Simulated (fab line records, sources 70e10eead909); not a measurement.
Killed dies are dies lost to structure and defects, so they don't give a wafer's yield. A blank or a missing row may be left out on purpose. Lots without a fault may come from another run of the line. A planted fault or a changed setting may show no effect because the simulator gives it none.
fab line records | flow nand_harc
record lots=5 wafers=15 last_day=34
route steps=1302 shown P_STI@96 P_GATE@110
lots that met no fault: from a run of the same line without faults
start_h: hours from the record's first day to the start of the lot's first wafer shown | wait_h: hours since the lot's step before | " the same as in the row above | L1.1+2: a row that stands for several wafers | - no value, or no start given | * or withheld: withheld | < > ~ a bound
route shown NAME@n: a module of which the file shows steps, and the number in the route of the first | usual: mean/standard deviation of fault-free wafers | same: alike in all rows | chamber/n: place in a boat | sites: the reading at each site | _std_site: their standard deviation | _edge_site: outer sites' mean less inner sites' | radius_mm: how far each site lies from the wafer's centre | mask NAME#n: copy n | behind: the tool/chamber that last shaped the wafer | hold: why the lot was held/for how many hours/how that ended | device: the transistor (n, p or np) that didn't switch | end of line: the same wafers' tests at the end of the route | a step without rows: its recipe alone | killed: dies lost to structure and defects at the first sort, not the wafer's yield | map: a wafer's dies, x killed, . not, _ none there
set.NAME: the setting as run; set.NAME@STEP: as run at that earlier step | model.NAME: the simulator's own value behind a step, which no gauge read
lots at some steps of the route; a table a step, a row a wafer
services: from which hour (start_h, from the record's first day; less than 0 if before it) a tool's chamber was out of use, for how many hours, and why
## steps
# step NHARC_P_STI_OCD_MEAS_43
# usual trench_depth_nm=300.9/2.8 trench_foot_cd_nm=157.7/1.8
# columns lot.wafer tool chamber start_h wait_h trench_depth_nm trench_foot_cd_nm
L078.1 ocd-02 - 85.84 - 299.1 158.1
L078.2 " - " " 302.5 157.6
L078.4 " - " " 305.0 155.9
L081.1 ocd-01 - 114.40 - 305.2 157.1
L081.2 " - " " 300.6 156.3
L081.6 " - " " 298.1 158.3
L085.1 ocd-01 - 155.49 - 299.5 155.1
L085.3 " - " " 295.3 156.4
L085.5 " - " " 296.7 158.3
L096.3 ocd-02 - 264.17 - 298.5 158.4
L096.4 " - " " 300.6 156.9
L096.6 " - " " 298.2 158.0
L097.1 ocd-02 - 276.08 - 305.6 157.0
L097.3 " - " " 302.1 154.2
L097.5 " - " " 303.5 155.7
# step NHARC_P_STI_OXIDE_33
# recipe target_thk_a=100 temp_c=1000 ox_time_s=281 material=SiO2
# columns lot.wafer tool chamber start_h wait_h
L078.1+2+4 furnace-07 0 92.14 6.3
L081.1+2+6 furnace-07 0 117.60 3.2
L085.1+3+5 furnace-07 0 162.07 6.6
L096.3+4+6 furnace-01 0 267.57 3.4
L097.1+3+5 furnace-01 0 279.07 3.0
# step NHARC_P_STI_HDPCVD_20
# recipe target_thk_a=withheld sigma_open_frac=withheld material=SiO2
# columns lot.wafer tool chamber start_h wait_h
L078.2+1+4 hdpcvd-01 1,0,0 96.82 0.4
L081.1+2+6 hdpcvd-01 1,0,1 122.35 0.4
L085.1+3+5 hdpcvd-01 1 166.86 0.5
L096.3+4+6 hdpcvd-01 1,0,0 272.55 0.5
L097.1+3+5 hdpcvd-01 0,0,1 283.80 0.5
# step NHARC_P_STI_ANNEAL_34
# recipe temp_c=1000 time_s=1800
# columns lot.wafer tool chamber start_h wait_h
L078.1+2+4 furnace-07 0 100.56 3.6
L081.1+2+6 furnace-07 0 126.10 3.7
L085.1+3+5 furnace-07 0 176.05 9.1
L096.3+4+6 furnace-05 0 276.62 4.0
L097.1+3+5 furnace-01 0 287.26 3.4
# step NHARC_P_STI_CMP_21
# recipe t_overpolish_s=20 target_thk_nm=380.67
# usual motor_current_A=11.7/0.96 overpolish_run_s=20.000/0.0096 retaining_ring_pressure_frac=1.000/0.0052 slurry_flow_ml_min=150.0/0.47
# columns lot.wafer tool chamber start_h wait_h motor_current_A overpolish_run_s retaining_ring_pressure_frac slurry_flow_ml_min
L078.1 cmp-02 3 105.60 0.4 13.5 20.002 0.999 150.6
L078.2 " 0 " " 11.5 20.003 0.999 150.3
L078.4 " 1 " " 12.1 20.007 0.993 149.9
L081.2 cmp-04 2 131.04 0.4 11.9 19.994 1.001 149.9
L081.1 " 0 " " 11.8 20.002 1.002 149.9
L081.6 " 2 " " 12.3 19.987 1.001 149.5
L085.3 cmp-04 0 180.95 0.4 12.1 19.999 0.995 150.5
L085.1 " 3 " " 10.8 20.005 1.009 149.6
L085.5 " 0 " " 12.0 20.006 0.996 150.3
L096.3 cmp-03 1 281.44 0.4 11.4 20.015 1.006 149.9
L096.4 " 2 " " 11.2 19.982 1.000 149.6
L096.6 " 1 " " 10.7 19.994 1.005 148.7
L097.1 cmp-02 1 292.11 0.4 11.7 19.991 1.000 149.4
L097.3 " 3 " " 14.0 19.994 1.008 149.3
L097.5 " 1 " " 12.0 19.997 0.998 149.7
# step NHARC_P_STI_SRD_35
# columns lot.wafer tool chamber start_h wait_h
L078.4+2+1 wet_bench-09 6,7,1 105.89 0.0
L081.2+6+1 wet_bench-02 6,7,1 131.35 0.0
L085.3+1+5 wet_bench-01 3,4,6 181.26 0.0
L096.4+3+6 wet_bench-02 4,5,6 281.75 0.0
L097.5+3+1 wet_bench-02 3,5,0 292.41 0.0
# step NHARC_P_STI_ETCH_36
# recipe target_depth_a=388 chemistry=dHF material=SiO2
# columns lot.wafer tool chamber start_h wait_h
L078.4+2+1 wet_bench-09 6,7,1 105.91 0.0
L081.2+6+1 wet_bench-02 6,7,1 131.37 0.0
L085.3+1+5 wet_bench-01 3,4,6 181.28 0.0
L096.4+3+6 wet_bench-02 4,5,6 281.77 0.0
L097.5+3+1 wet_bench-02 3,5,0 292.44 0.0
# step NHARC_P_STI_STRIP_24
# recipe temp_c=160 chemistry=H3PO4 material=Si3N4
# usual temp_c=160.00/0.14
# columns lot.wafer tool chamber start_h wait_h temp_c
L078.4 wet_bench-09 6 105.93 0.0 159.89
L078.2 " 7 " " 159.92
L078.1 " 1 " " 159.89
L081.2 wet_bench-02 6 131.39 0.0 160.09
L081.6 " 7 " " 160.05
L081.1 " 1 " " 159.90
L085.3 wet_bench-01 3 181.30 0.0 160.06
L085.1 " 4 " " 159.95
L085.5 " 6 " " 159.96
L096.4 wet_bench-02 4 281.79 0.0 160.09
L096.3 " 5 " " 160.01
L096.6 " 6 " " 159.77
L097.5 wet_bench-02 3 292.45 0.0 159.98
L097.3 " 5 " " 160.29
L097.1 " 0 " " 160.07
# step NHARC_P_STI_ETCH_37
# recipe target_depth_a=110 chemistry=dHF material=SiO2
# columns lot.wafer tool chamber start_h wait_h
L078.4+2+1 wet_bench-09 6,7,1 - -
L081.2+6+1 wet_bench-02 6,7,1 - -
L085.3+1+5 wet_bench-01 3,4,6 - -
L096.4+3+6 wet_bench-02 4,5,6 - -
L097.5+3+1 wet_bench-02 3,5,0 - -
# step NHARC_P_STI_PRECLEAN_38
# recipe time_s=* temp_c=50 bath_age_min=0 chemistry=SC1
# usual temp_c=49.98/0.12
# columns lot.wafer tool chamber start_h wait_h temp_c
L078.4 wet_bench-09 6 - - 49.79
L078.2 " 7 " " 49.96
L078.1 " 1 " " 49.92
L081.2 wet_bench-02 6 - - 50.01
L081.6 " 7 " " 50.19
L081.1 " 1 " " 50.11
L085.3 wet_bench-01 3 - - 50.17
L085.1 " 4 " " 49.87
L085.5 " 6 " " 50.04
L096.4 wet_bench-02 4 - - 49.96
L096.3 " 5 " " 49.98
L096.6 " 6 " " 49.90
L097.5 wet_bench-02 3 - - 50.11
L097.3 " 5 " " 49.88
L097.1 " 0 " " 49.73
# step NHARC_P_STI_SRD_39
# columns lot.wafer tool chamber start_h wait_h
L078.4+2+1 wet_bench-09 6,7,1 - -
L081.2+6+1 wet_bench-02 6,7,1 - -
L085.3+1+5 wet_bench-01 3,4,6 - -
L096.4+3+6 wet_bench-02 4,5,6 - -
L097.5+3+1 wet_bench-02 3,5,0 - -
# step NHARC_P_STI_OXIDE_40
# recipe target_thk_a=100 temp_c=900 ox_time_s=1362 material=SiO2
# columns lot.wafer tool chamber start_h wait_h
L078.1+2+4 furnace-07 0 109.48 -
L081.1+2+6 furnace-07 0 135.01 -
L085.1+3+5 furnace-01 0 184.65 -
L096.3+4+6 furnace-07 0 285.34 -
L097.1+3+5 furnace-05 0 296.51 -
# step NHARC_P_STI_INSPECT_25
# usual raw_defect_count=210/84
# columns lot.wafer tool chamber start_h wait_h raw_defect_count
L078.1 defect_inspect-01 - 113.54 0.4 250
L078.2 " - " " 229
L078.4 " - " " 320
L081.1 defect_inspect-01 - 139.06 0.4 190
L081.2 " - " " 107
L081.6 " - " " 143
L085.1 defect_inspect-01 - 188.72 0.4 172
L085.3 " - " " 65
L085.5 " - " " 221
L096.3 defect_inspect-02 - 289.42 0.4 133
L096.4 " - " " 203
L096.6 " - " " 273
L097.1 defect_inspect-02 - 300.57 0.4 243
L097.3 " - " " 244
L097.5 " - " " 166
# step NHARC_P_GATE_ETCH_69
# recipe target_depth_a=140 chemistry=dHF material=SiO2
# columns lot.wafer tool chamber start_h wait_h
L078.2+1+4 wet_bench-04 4,6,7 113.60 0.0
L081.2+6+1 wet_bench-03 5,6,0 139.15 0.1
L085.5+1+3 wet_bench-04 6,7,1 188.77 0.0
L096.3+6+4 wet_bench-03 5,7,0 289.48 0.1
L097.5+1+3 wet_bench-03 6,1,2 300.62 0.0
# step NHARC_P_GATE_PRECLEAN_70
# recipe time_s=* temp_c=50 bath_age_min=0 chemistry=SC1
# usual temp_c=50.01/0.12
# columns lot.wafer tool chamber start_h wait_h temp_c
L078.2 wet_bench-04 4 113.69 0.1 49.96
L078.1 " 6 " " 49.99
L078.4 " 7 " " 49.98
L081.2 wet_bench-03 5 139.21 0.1 50.02
L081.6 " 6 " " 50.00
L081.1 " 0 " " 50.01
L085.5 wet_bench-04 6 188.87 0.1 50.13
L085.1 " 7 " " 49.92
L085.3 " 1 " " 50.11
L096.3 wet_bench-03 5 289.56 0.1 50.15
L096.6 " 7 " " 50.10
L096.4 " 0 " " 49.91
L097.5 wet_bench-03 6 300.71 0.1 50.02
L097.1 " 1 " " 49.93
L097.3 " 2 " " 49.89
# step NHARC_P_GATE_SRD_01
# columns lot.wafer tool chamber start_h wait_h
L078.2+1+4 wet_bench-04 4,6,7 - -
L081.2+6+1 wet_bench-03 5,6,0 - -
L085.5+1+3 wet_bench-04 6,7,1 - -
L096.3+6+4 wet_bench-03 5,7,0 - -
L097.5+1+3 wet_bench-03 6,1,2 - -
# step NHARC_P_GATE_OXIDE_02
# recipe target_thk_a=375 temp_c=950 p_h2o_torr=720 ox_time_s=365 material=SiO2
# columns lot.wafer tool chamber start_h wait_h
L078.1+2+4 furnace-03 0 116.90 -
L081.1+2+6 furnace-02 0 142.56 -
L085.1+3+5 furnace-03 0 192.41 -
L096.3+4+6 furnace-03 0 292.77 -
L097.1+3+5 furnace-02 0 307.37 -
# step NHARC_P_GATE_DEHYDRATE_03
# recipe temp_c=150 time_s=120
# columns lot.wafer tool chamber start_h wait_h
L078.1+2+4 litho_track-07 0 121.47 0.4
L081.1+2+6 litho_track-03 0 147.17 0.4
L085.1+3+5 litho_track-05 0 196.95 0.4
L096.3+4+6 litho_track-07 0 297.44 0.4
L097.1+3+5 litho_track-03 0 311.97 0.4
# step NHARC_P_GATE_HMDS_04
# recipe time_s=30
# columns lot.wafer tool chamber start_h wait_h
L078.1+2+4 litho_track-07 0 - -
L081.1+2+6 litho_track-03 0 - -
L085.1+3+5 litho_track-05 0 - -
L096.3+4+6 litho_track-07 0 - -
L097.1+3+5 litho_track-03 0 - -
# step NHARC_P_GATE_COAT_05
# recipe spin_rpm=4690
# usual spin_speed_rpm=4690.0/2.7
# columns lot.wafer tool chamber start_h wait_h spin_speed_rpm
L078.1 litho_track-07 0 - - 4690.0
L078.2 " 0 " " 4697.0
L078.4 " 0 " " 4693.5
L081.1 litho_track-03 0 - - 4696.6
L081.2 " 0 " " 4682.9
L081.6 " 0 " " 4686.6
L085.1 litho_track-05 0 - - 4687.9
L085.3 " 0 " " 4687.8
L085.5 " 0 " " 4685.3
L096.3 litho_track-07 0 - - 4686.3
L096.4 " 0 " " 4688.0
L096.6 " 0 " " 4690.0
L097.1 litho_track-03 0 - - 4688.6
L097.3 " 0 " " 4685.4
L097.5 " 0 " " 4689.0
# step NHARC_P_GATE_SOFTBAKE_06
# recipe temp_c=122 time_s=95
# columns lot.wafer tool chamber start_h wait_h
L078.1+2+4 litho_track-07 0 - -
L081.1+2+6 litho_track-03 0 - -
L085.1+3+5 litho_track-05 0 - -
L096.3+4+6 litho_track-07 0 - -
L097.1+3+5 litho_track-03 0 - -
# step NHARC_P_GATE_EBR_07
# columns lot.wafer tool chamber start_h wait_h
L078.1+2+4 litho_track-07 0 - -
L081.1+2+6 litho_track-03 0 - -
L085.1+3+5 litho_track-05 0 - -
L096.3+4+6 litho_track-07 0 - -
L097.1+3+5 litho_track-03 0 - -
# step NHARC_P_GATE_EXPOSE_08
# recipe na=0.6 dose_mj=16.75 mask_id=P_HV
# columns lot.wafer tool chamber start_h wait_h mask
L078.1+2+4 krf_scanner-03 0 121.74 - P_HV#0
L081.1+2+6 krf_scanner-03 0 147.44 - P_HV#0
L085.1+3+5 krf_scanner-02 0 197.10 - P_HV#0
L096.3+4+6 krf_scanner-02 0 297.72 - P_HV#0
L097.1+3+5 krf_scanner-02 0 312.11 - P_HV#0
# step NHARC_P_GATE_PEB_09
# recipe peb_temp_c=118 peb_time_s=85
# columns lot.wafer tool chamber start_h wait_h
L078.1+2+4 litho_track-07 0 121.80 0.1
L081.1+2+6 litho_track-05 0 147.51 0.1
L085.1+3+5 litho_track-05 0 197.16 0.1
L096.3+4+6 litho_track-03 0 297.78 0.1
L097.1+3+5 litho_track-05 0 312.19 0.1
# step NHARC_P_GATE_DEVELOP_10
# recipe time_s=70
# columns lot.wafer tool chamber start_h wait_h
L078.1+2+4 litho_track-07 0 - -
L081.1+2+6 litho_track-05 0 - -
L085.1+3+5 litho_track-05 0 - -
L096.3+4+6 litho_track-03 0 - -
L097.1+3+5 litho_track-05 0 - -
# step NHARC_P_GATE_CD_MEAS_11
# recipe target_cd_nm=1640 landing_energy_ev=500
# usual cd_nm=1639.9/1.1
# same landing_energy_ev=500
# columns lot.wafer tool chamber start_h wait_h cd_nm
L078.1 cd_sem-01 0 121.89 - 1641.0
L078.2 " 0 " " 1640.6
L078.4 " 0 " " 1639.5
L081.1 cd_sem-03 0 147.60 - 1641.4
L081.2 " 0 " " 1640.9
L081.6 " 0 " " 1641.5
L085.1 cd_sem-02 0 197.25 - 1637.5
L085.3 " 0 " " 1639.7
L085.5 " 0 " " 1639.0
L096.3 cd_sem-01 0 297.87 - 1640.1
L096.4 " 0 " " 1641.0
L096.6 " 0 " " 1638.5
L097.1 cd_sem-01 0 312.28 - 1640.2
L097.3 " 0 " " 1638.1
L097.5 " 0 " " 1639.3
# step NHARC_P_GATE_HARDBAKE_12
# recipe temp_c=125 time_s=80
# columns lot.wafer tool chamber start_h wait_h
L078.1+2+4 litho_track-05 0 121.97 -
L081.1+2+6 litho_track-07 0 147.68 -
L085.1+3+5 litho_track-07 0 197.35 -
L096.3+4+6 litho_track-05 0 297.95 -
L097.1+3+5 litho_track-07 0 312.36 -
# step NHARC_P_GATE_DESCUM_13
# recipe time_s=3 o2_flow_sccm=200 ar_flow_sccm=0 bias_power_w=0 chemistry=O2
# usual drypump_motor_current_A=5.7/0.44 mfc_ar_sccm=0.012/0.012 oes_product_au=0.998/0.0083 rf_vpp_V=57.9/0.84 showerhead_plenum_p_Torr=1.95/0.072 throttle_valve_pct=11.311/0.0087
# columns lot.wafer tool chamber start_h wait_h drypump_motor_current_A mfc_ar_sccm oes_product_au rf_hours_counter_h rf_vpp_V showerhead_plenum_p_Torr throttle_valve_pct
L078.1 rie_diel-13 1 122.06 - 5.5 0 0.999 6.5 59.2 2.06 11.305
L078.2 " 2 " " 5.1 0.026 1.020 6.4 57.6 2.00 11.338
L078.4 " 1 " " 5.4 0 0.998 - 57.4 2.06 11.316
L081.1 rie_diel-07 2 147.76 - 5.0 0 0.997 0.9 57.3 1.92 11.315
L081.2 " 1 " " 6.1 0 0.998 1.2 57.0 1.87 11.319
L081.6 " 2 " " 5.0 0 0.997 - 58.0 1.92 11.303
L085.1 rie_diel-13 2 197.43 - 5.1 0.026 1.007 1.2 59.3 2.00 11.319
L085.3 " 1 " " 5.5 0 0.999 0.8 58.2 2.06 11.316
L085.5 " 2 " " 5.1 0.026 1.017 - 58.3 2.00 11.306
L096.4 rie_diel-10 3 298.04 - 5.6 0.013 0.988 1.5 57.3 1.97 11.324
L096.3 " 0 " " 5.5 0.030 0.992 2.0 58.2 1.94 11.324
L096.6 " 3 " " 5.6 0.013 0.999 - 60.0 1.97 11.314
L097.3 rie_diel-07 0 312.46 - 6.3 0.018 0.985 0.7 57.8 1.81 11.309
L097.1 " 1 " " 6.1 0 0.989 0.7 56.8 1.87 11.316
L097.5 " 2 " " 5.0 0 0.993 - 58.1 1.92 11.307
# step NHARC_P_GATE_ETCH_14
# recipe target_depth_a=488 chemistry=dHF material=SiO2
# columns lot.wafer tool chamber start_h wait_h
L078.4+2+1 wet_bench-05 0,1,3 122.23 0.1
L081.1+6+2 wet_bench-05 2,4,5 147.90 0.1
L085.3+5+1 wet_bench-04 2,5,7 197.56 0.1
L096.4+3+6 wet_bench-03 4,5,7 298.18 0.1
L097.3+5+1 wet_bench-03 6,0,1 312.58 0.1
# step NHARC_P_GATE_STRIP_15
# recipe time_s=780 temp_c=130 chemistry=SPM
# usual temp_c=130.01/0.15
# columns lot.wafer tool chamber start_h wait_h temp_c
L078.4 wet_bench-05 0 122.27 0.0 130.15
L078.2 " 1 " " 130.19
L078.1 " 3 " " 130.18
L081.1 wet_bench-05 2 147.93 0.0 129.82
L081.6 " 4 " " 129.88
L081.2 " 5 " " 129.98
L085.3 wet_bench-04 2 197.60 0.0 130.22
L085.5 " 5 " " 130.00
L085.1 " 7 " " 130.14
L096.4 wet_bench-03 4 298.22 0.0 129.99
L096.3 " 5 " " 130.08
L096.6 " 7 " " 130.33
L097.3 wet_bench-03 6 312.62 0.0 129.87
L097.5 " 0 " " 129.80
L097.1 " 1 " " 129.69
# step NHARC_P_GATE_PRECLEAN_71
# recipe time_s=* temp_c=50 bath_age_min=0 chemistry=SC1
# usual temp_c=49.99/0.11
# columns lot.wafer tool chamber start_h wait_h temp_c
L078.4 wet_bench-05 0 - - 50.04
L078.2 " 1 " " 49.93
L078.1 " 3 " " 49.94
L081.1 wet_bench-05 2 - - 49.97
L081.6 " 4 " " 50.03
L081.2 " 5 " " 49.87
L085.3 wet_bench-04 2 - - 49.85
L085.5 " 5 " " 49.96
L085.1 " 7 " " 50.06
L096.4 wet_bench-03 4 - - 50.32
L096.3 " 5 " " 50.08
L096.6 " 7 " " 49.95
L097.3 wet_bench-03 6 - - 50.08
L097.5 " 0 " " 49.94
L097.1 " 1 " " 49.89
# step NHARC_P_GATE_SRD_72
# columns lot.wafer tool chamber start_h wait_h
L078.4+2+1 wet_bench-05 0,1,3 - -
L081.1+6+2 wet_bench-05 2,4,5 - -
L085.3+5+1 wet_bench-04 2,5,7 - -
L096.4+3+6 wet_bench-03 4,5,7 - -
L097.3+5+1 wet_bench-03 6,0,1 - -
# step NHARC_P_GATE_OXIDE_16
# recipe target_thk_a=30 temp_c=875 ox_time_s=392 material=SiO2
# columns lot.wafer tool chamber start_h wait_h
L078.1+2+4 furnace-04 0 126.14 -
L081.1+2+6 furnace-03 0 151.36 -
L085.1+3+5 furnace-03 0 201.03 -
L096.3+4+6 furnace-02 0 303.84 -
L097.1+3+5 furnace-04 0 318.52 -
# step NHARC_P_GATE_CVD_17
# recipe target_thk_a=1500 temp_c=620 time_s=900 material=poly-Si
# columns lot.wafer tool chamber start_h wait_h
L078.1+2+4 lpcvd_poly-02 0 132.39 2.7
L081.1+2+6 lpcvd_poly-03 0 157.52 2.6
L085.1+3+5 lpcvd_poly-04 0 207.12 2.5
L096.3+4+6 lpcvd_poly-04 0 309.90 2.5
L097.1+3+5 lpcvd_poly-04 0 324.64 2.5
# step NHARC_P_GATE_HM_DEP_102
# recipe target_thk_a=1200 temp_c=400 material=aC
# usual susceptor_temp_C=399.99/0.21 throttle_valve_pct=35.001/0.0084
# columns lot.wafer tool chamber start_h wait_h susceptor_temp_C throttle_valve_pct
L078.1 acl_dep-02 0 136.78 2.1 399.93 35.009
L078.2 " 0 " " 400.18 35.005
L078.4 " 0 " " 399.90 34.990
L081.1 acl_dep-03 0 160.13 0.4 399.82 35.017
L081.2 " 0 " " 400.02 35.007
L081.6 " 0 " " 400.23 34.990
L085.1 acl_dep-01 0 211.57 2.2 400.00 34.993
L085.3 " 0 " " 399.87 34.991
L085.5 " 0 " " 400.12 35.008
L096.3 acl_dep-01 0 314.48 2.3 399.89 35.005
L096.4 " 0 " " 399.94 34.997
L096.6 " 0 " " 399.77 35.001
L097.1 acl_dep-01 0 327.91 1.1 399.83 34.998
L097.3 " 0 " " 399.56 34.999
L097.5 " 0 " " 399.63 34.996
# step NHARC_P_GATE_DEP_103
# recipe target_thk_a=300 target_thk_nm=30 temp_c=400 flow_sccm=200 rf_w=350 material=SiON
# usual heater_power_w=784/110 susceptor_temp_C=400.04/0.22
# columns lot.wafer tool chamber start_h wait_h heater_power_w susceptor_temp_C
L078.1 pecvd-04 1 137.44 0.6 972 399.96
L078.2 " 2 " " 731 400.22
L078.4 " 1 " " 974 399.95
L081.2 pecvd-04 0 160.79 0.4 844 400.27
L081.1 " 1 " " 1071 399.94
L081.6 " 0 " " 846 400.31
L085.3 pecvd-02 0 212.24 0.3 768 400.30
L085.1 " 1 " " 755 399.68
L085.5 " 1 " " 758 399.84
L096.3 pecvd-04 0 314.96 0.4 854 399.67
L096.4 " 2 " " 697 400.10
L096.6 " 1 " " 1029 400.13
L097.1 pecvd-04 1 328.62 0.6 962 400.35
L097.3 " 1 " " 972 400.03
L097.5 " 2 " " 632 400.13
# step NHARC_P_GATE_DEHYDRATE_18
# recipe temp_c=150 time_s=120
# columns lot.wafer tool chamber start_h wait_h
L078.1+2+4 litho_track-06 0 137.71 0.2
L081.1+2+6 litho_track-06 0 161.15 0.3
L085.1+3+5 litho_track-01 0 212.51 0.2
L096.3+4+6 litho_track-01 0 315.20 0.2
L097.1+3+5 litho_track-01 0 328.94 0.3
# step NHARC_P_GATE_HMDS_19
# recipe time_s=30
# columns lot.wafer tool chamber start_h wait_h
L078.1+2+4 litho_track-06 0 - -
L081.1+2+6 litho_track-06 0 - -
L085.1+3+5 litho_track-01 0 - -
L096.3+4+6 litho_track-01 0 - -
L097.1+3+5 litho_track-01 0 - -
# step NHARC_P_GATE_COAT_20
# recipe spin_rpm=1500 resist_thk_nm=90
# usual spin_speed_rpm=1500.1/0.9
# columns lot.wafer tool chamber start_h wait_h spin_speed_rpm
L078.1 litho_track-06 0 - - 1499.9
L078.2 " 0 " " 1498.7
L078.4 " 0 " " 1499.4
L081.1 litho_track-06 0 - - 1499.4
L081.2 " 0 " " 1500.4
L081.6 " 0 " " 1499.7
L085.1 litho_track-01 0 - - 1502.4
L085.3 " 0 " " 1500.7
L085.5 " 0 " " 1500.2
L096.3 litho_track-01 0 - - 1500.5
L096.4 " 0 " " 1502.2
L096.6 " 0 " " 1501.8
L097.1 litho_track-01 0 - - 1500.0
L097.3 " 0 " " 1500.3
L097.5 " 0 " " 1501.6
# step NHARC_P_GATE_SOFTBAKE_21
# recipe temp_c=105 time_s=55
# columns lot.wafer tool chamber start_h wait_h
L078.1+2+4 litho_track-06 0 - -
L081.1+2+6 litho_track-06 0 - -
L085.1+3+5 litho_track-01 0 - -
L096.3+4+6 litho_track-01 0 - -
L097.1+3+5 litho_track-01 0 - -
# step NHARC_P_GATE_EBR_22
# columns lot.wafer tool chamber start_h wait_h
L078.1+2+4 litho_track-06 0 - -
L081.1+2+6 litho_track-06 0 - -
L085.1+3+5 litho_track-01 0 - -
L096.3+4+6 litho_track-01 0 - -
L097.1+3+5 litho_track-01 0 - -
# step NHARC_P_GATE_EXPOSE_23
# recipe na=1.35 target_cd_nm=120 dose_mj=93.91 mask_id=P_GATE
# columns lot.wafer tool chamber start_h wait_h mask
L078.1+2+4 arfi_scanner-02 0 137.85 - P_GATE#0
L081.1+2+6 arfi_scanner-02 0 161.29 - P_GATE#0
L085.1+3+5 arfi_scanner-02 0 212.77 - P_GATE#0
L096.3+4+6 arfi_scanner-03 0 315.35 - P_GATE#0
L097.1+3+5 arfi_scanner-03 0 329.08 - P_GATE#0
# step NHARC_P_GATE_PEB_24
# recipe peb_temp_c=100 peb_time_s=65
# columns lot.wafer tool chamber start_h wait_h
L078.1+2+4 litho_track-01 0 137.91 0.1
L081.1+2+6 litho_track-04 0 161.35 0.1
L085.1+3+5 litho_track-04 0 212.83 0.1
L096.3+4+6 litho_track-04 0 315.40 0.0
L097.1+3+5 litho_track-04 0 329.14 0.1
# step NHARC_P_GATE_DEVELOP_25
# recipe develop_time_s=35 dev_temp_c=23
# columns lot.wafer tool chamber start_h wait_h
L078.1+2+4 litho_track-01 0 - -
L081.1+2+6 litho_track-04 0 - -
L085.1+3+5 litho_track-04 0 - -
L096.3+4+6 litho_track-04 0 - -
L097.1+3+5 litho_track-04 0 - -
# step NHARC_P_GATE_CD_MEAS_26
# recipe target_cd_nm=120 landing_energy_ev=500
# usual cd_nm=119.9/0.43
# same landing_energy_ev=500
# columns lot.wafer tool chamber start_h wait_h cd_nm
L078.1 cd_sem-03 0 137.99 - 119.8
L078.2 " 0 " " 120.4
L078.4 " 0 " " 119.9
L081.1 cd_sem-03 0 161.43 - 119.4
L081.2 " 0 " " 119.9
L081.6 " 0 " " 119.4
L085.1 cd_sem-03 0 212.91 - 120.2
L085.3 " 0 " " 119.5
L085.5 " 0 " " 119.7
L096.3 cd_sem-02 0 315.48 - 119.9
L096.4 " 0 " " 119.8
L096.6 " 0 " " 119.9
L097.1 cd_sem-01 0 329.22 - 120.3
L097.3 " 0 " " 120.3
L097.5 " 0 " " 120.7
# step NHARC_P_GATE_OVL_MEAS_27
# usual overlay_x_nm=-0.1/0.68 overlay_y_nm=-0.1/0.92
# columns lot.wafer tool chamber start_h wait_h overlay_x_nm overlay_y_nm
L078.1 overlay-01 - 138.08 - -0.1 0.0
L078.2 " - " " 0.7 0.0
L078.4 " - " " 0.0 -0.8
L081.1 overlay-02 - 161.52 - -0.2 -0.6
L081.2 " - " " 0.1 -0.8
L081.6 " - " " 0.0 -0.7
L085.1 overlay-02 - 213.00 - -0.8 -1.3
L085.3 " - " " -0.4 -0.9
L085.5 " - " " -0.4 -0.9
L096.3 overlay-02 - 315.57 - -0.3 -0.6
L096.4 " - " " 0.0 -0.2
L096.6 " - " " -0.8 0.4
L097.1 overlay-02 - 329.31 - -0.1 -0.5
L097.3 " - " " 0.3 -0.7
L097.5 " - " " -0.3 0.3
# step NHARC_P_GATE_INSPECT_28
# usual raw_defect_count=7/3.1
# columns lot.wafer tool chamber start_h wait_h raw_defect_count
L078.1 defect_inspect-02 - 138.11 0.0 13
L078.2 " - " " 4
L078.4 " - " " 6
L081.1 defect_inspect-02 - 161.55 0.0 5
L081.2 " - " " 10
L081.6 " - " " 5
L085.1 defect_inspect-02 - 213.04 0.0 11
L085.3 " - " " 8
L085.5 " - " " 3
L096.3 defect_inspect-02 - 315.60 0.0 10
L096.4 " - " " 2
L096.6 " - " " 4
L097.1 defect_inspect-02 - 329.35 0.0 2
L097.3 " - " " 10
L097.5 " - " " 7
# step NHARC_P_GATE_DESCUM_31
# recipe time_s=3 o2_flow_sccm=200 ar_flow_sccm=0 bias_power_w=0 chemistry=O2
# usual drypump_motor_current_A=5.7/0.45 mfc_ar_sccm=0.013/0.012 oes_product_au=0.998/0.0084 rf_vpp_V=58.0/0.86 showerhead_plenum_p_Torr=1.95/0.074 throttle_valve_pct=11.310/0.0098
# columns lot.wafer tool chamber start_h wait_h drypump_motor_current_A mfc_ar_sccm oes_product_au rf_hours_counter_h rf_vpp_V showerhead_plenum_p_Torr throttle_valve_pct
L078.2 rie_diel-10 1 138.18 0.1 6.0 0.038 1.000 4.1 58.4 1.85 11.320
L078.4 " 2 " " 6.1 0.018 0.994 2.9 57.8 2.04 11.306
L078.1 " 0 " " 5.5 0.030 0.993 4.1 57.9 1.94 11.298
L081.2 rie_diel-10 0 161.62 0.1 5.5 0.030 1.008 5.7 58.0 1.94 11.302
L081.1 " 2 " " 6.1 0.018 1.001 4.2 57.5 2.04 11.311
L081.6 " 0 " " 5.5 0.030 0.990 - 57.7 1.94 11.311
L085.3 rie_diel-07 3 213.10 0.1 5.8 0 1.006 5.2 58.7 2.01 11.320
L085.1 " 2 " " 5.0 0 1.003 4.2 59.7 1.92 11.325
L085.5 " 3 " " 5.8 0 1.000 - 57.9 2.01 11.304
L096.3 rie_diel-07 3 315.67 0.1 5.8 0 1.000 0.4 58.6 2.01 11.305
L096.4 " 0 " " 6.4 0.018 0.994 0.8 57.8 1.81 11.325
L096.6 " 3 " " 5.8 0 1.008 - 58.1 2.01 11.309
L097.1 rie_diel-10 3 329.41 0.1 5.6 0.013 0.988 3.6 58.3 1.97 11.298
L097.3 " 1 " " 6.0 0.038 0.997 3.8 57.3 1.85 11.314
L097.5 " 0 " " 5.5 0.030 0.988 - 57.9 1.94 11.301
## services
# columns tool chamber start_h hours kind
litho_track-07 - 76.00 7.0 pm
furnace-07 - 79.10 13.0 repair
furnace-03 - 80.17 24.7 repair
wet_bench-05 - 84.80 8.0 pm
litho_track-03 - 100.00 7.0 pm
wet_bench-01 - 101.60 8.0 pm
litho_track-05 - 124.00 7.0 pm
litho_track-01 - 155.00 7.0 pm
wet_bench-09 - 164.04 3.1 repair
hdpcvd-01 - 171.98 0.7 repair
wet_bench-09 - 176.80 8.0 pm
litho_track-06 - 179.00 7.0 pm
hdpcvd-01 - 185.02 13.0 pm
wet_bench-04 - 189.56 2.1 repair
litho_track-04 - 203.00 7.0 pm
wet_bench-03 - 210.40 8.0 pm
wet_bench-04 - 227.20 8.0 pm
wet_bench-02 - 244.00 8.0 pm
litho_track-07 - 251.00 7.0 pm
wet_bench-05 - 260.80 8.0 pm
litho_track-03 - 275.00 7.0 pm
wet_bench-01 - 277.60 8.0 pm
hdpcvd-01 - 296.66 1.3 repair
litho_track-05 - 299.00 7.0 pm
## key
fault none
